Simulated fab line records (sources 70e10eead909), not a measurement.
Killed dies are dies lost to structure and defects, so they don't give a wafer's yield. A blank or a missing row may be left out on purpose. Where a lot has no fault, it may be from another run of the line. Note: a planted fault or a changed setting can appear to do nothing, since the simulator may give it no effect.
Chamber matching / flow nandHarc / NHARC_A_CHANNEL_FILL_D2_ETCHBACK_19 on rieSi-05: 4 sister chambers
The step etches the open film in HBr/Cl2, target depth 5 nm, time 1.7 s. 4 wafers are shown with their chamber, then 8 later ones without.

## WAFERS WITH THEIR CHAMBER
wafer=L091.2; chamber=0; drypumpMotorCurrentA (A)=5.5
wafer=L091.4; chamber=3; drypumpMotorCurrentA (A)=6.1
wafer=L091.5; chamber=2; drypumpMotorCurrentA (A)=5.7
wafer=L094.2; chamber=1; drypumpMotorCurrentA (A)=5.9

## WAFERS WHOSE CHAMBER IS MISSING
wafer=L094.4; drypumpMotorCurrentA (A)=5.4
wafer=L094.5; drypumpMotorCurrentA (A)=5.9
wafer=L095.1; drypumpMotorCurrentA (A)=5.4
wafer=L095.2; drypumpMotorCurrentA (A)=6.1
wafer=L095.5; drypumpMotorCurrentA (A)=5.5
wafer=L096.3; drypumpMotorCurrentA (A)=5.8
wafer=L096.5; drypumpMotorCurrentA (A)=5.4
wafer=L096.6; drypumpMotorCurrentA (A)=5.9

## THE CHAMBER EACH PASSED THROUGH
wafer=L094.4; from the rows above=0; in truth=0
wafer=L094.5; from the rows above=1; in truth=1
wafer=L095.1; from the rows above=0; in truth=0
wafer=L095.2; from the rows above=3; in truth=3
wafer=L095.5; from the rows above=0; in truth=0
wafer=L096.3; from the rows above=can't be placed: 2 or 1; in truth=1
wafer=L096.5; from the rows above=0; in truth=0
wafer=L096.6; from the rows above=1; in truth=1
7 of 8 placed correctly. Can't be placed from these rows: 1 (the true chamber is among the candidates in 1). Wrongly placed: 0.
How it was worked out, from the rows above alone: a wafer's distance from a chamber is the root of the sum, over the readings, of the square of ((its reading less the chamber's mean) divided by the reading's scatter). The wafer belongs to the nearest chamber; if the next one is less than 2 further off, it can't be placed. Each chamber's mean is taken over the wafers shown for it. The scatter: with one shown wafer a chamber, the root of the mean of the squares of how far each hidden wafer lies from its nearest shown one.
